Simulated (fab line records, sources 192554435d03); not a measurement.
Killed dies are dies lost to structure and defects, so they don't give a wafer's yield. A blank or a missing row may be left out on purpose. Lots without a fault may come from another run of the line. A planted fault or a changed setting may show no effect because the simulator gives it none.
Split-lot experiment | flow n5_finfet | 7 lots, 21 wafers read, on a route of 1938 steps

THE SPLIT
At N5_DUMMY_GATE_EXPOSE_12 (exposes mask GATE, target cd 25 nm), the setting dose_mj was moved away from the recipe's 34 on 5 of the 21 wafers read, by -7.4% to -2.3%. The other wafers ran this setting at the recipe's value.

FROM THE SPLIT TO THE READING: what the file shows between them, 6 steps
- N5_DUMMY_GATE_PEB_13: peb time 60 s
- N5_DUMMY_GATE_DEVELOP_14: develop time 30 s
- N5_DUMMY_GATE_STRIP_38: strips in N2/H2
- N5_DUMMY_GATE_STRIP_39: strips in N2/H2
- N5_DUMMY_GATE_TRIM_49: chemistry O2, time 29 s, target cd 14 nm
- N5_DUMMY_GATE_STRIP_40: strips in CF4

THE READING
cd_nm, in nm, at N5_DUMMY_GATE_CD_MEAS_50 (target cd 14 nm). Fault-free wafers of this fab line usually give 14.07 nm, standard deviation 0.27 nm.

wafer  | tool, chamber at the split | dose_mj as run | against the recipe | cd_nm, nm | against lot-mates on the recipe
L074.4 | euv_scanner-01, 0          | 31.51          | -7.3%              | 15.33     | no lot-mate on the recipe
L074.5 | euv_scanner-01, 0          | 31.51          | -7.3%              | 15.78     | no lot-mate on the recipe
L074.6 | euv_scanner-01, 0          | 31.51          | -7.3%              | 15.34     | no lot-mate on the recipe
L076.2 | euv_scanner-01, 0          | 34             | recipe             | 14.11     | -
L076.3 | euv_scanner-01, 0          | 34             | recipe             | 14.23     | -
L076.6 | euv_scanner-01, 0          | 34             | recipe             | 13.83     | -
L080.3 | euv_scanner-01, 0          | 34             | recipe             | 14.22     | -
L080.4 | euv_scanner-01, 0          | 34             | recipe             | 14.03     | -
L080.6 | euv_scanner-01, 0          | 34             | recipe             | 13.88     | -
L086.1 | euv_scanner-01, 0          | 34             | recipe             | 14.34     | -
L086.3 | euv_scanner-01, 0          | 34             | recipe             | 14.06     | -
L086.6 | euv_scanner-01, 0          | 31.5           | -7.4%              | 15.76     | +1.56
L087.2 | euv_scanner-01, 0          | 34             | recipe             | 14.30     | -
L087.5 | euv_scanner-01, 0          | 34             | recipe             | 13.87     | -
L087.6 | euv_scanner-01, 0          | 34             | recipe             | 14.04     | -
L089.4 | euv_scanner-01, 0          | 34             | recipe             | 13.89     | -
L089.5 | euv_scanner-01, 0          | 34             | recipe             | 13.74     | -
L089.6 | euv_scanner-01, 0          | 34             | recipe             | 13.58     | -
L096.1 | euv_scanner-02, 0          | 34             | recipe             | 13.94     | -
L096.2 | euv_scanner-02, 0          | 33.22          | -2.3%              | 14.74     | +1.06
L096.5 | euv_scanner-02, 0          | 34             | recipe             | 13.43     | -

THE FIT
A straight line over all 21 wafers: cd_nm changes by -0.217 nm for each +1% of dose_mj; r = -0.93; the points scatter about the line by 0.25 nm.
The same after taking each lot's own level away (the mean of its wafers on the recipe; 18 wafers): -0.231 nm for each +1%; r = -0.89; scatter 0.22 nm.
On that fit, the largest move of dose_mj shifts the reading by 1.7 nm.
The lots' own levels span 13.685 to 14.200 nm, that is 1.9 times the standard deviation above.
So the lot-to-lot level changes the slope little: the two slopes agree.
Check: with one of the wafers moved furthest among these (-7.4%) left out of the fit, the line predicts +3.38 nm for it against its lot-mates. It came out at +1.56 nm against them.

THE WHOLE CHAIN: every reading that the file lists as answering this split, in the file's order
step                     | what it does                             | reading                                                           | change (the file's fit)               | r (the file's)
N5_DUMMY_GATE_TRIM_49    | chemistry O2, time 29 s, target cd 14 nm | DUMMY_GATE.cd_nm (the simulator's own value, which no gauge read) | -0.205 nm for each +1% of the setting | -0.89
N5_DUMMY_GATE_CD_MEAS_50 | target cd 14 nm                          | cd_nm                                                             | -0.234 nm for each +1% of the setting | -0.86

THE FILE'S OWN FIT
cd_nm changes by -0.234 nm for each +1% of dose_mj, r = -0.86.
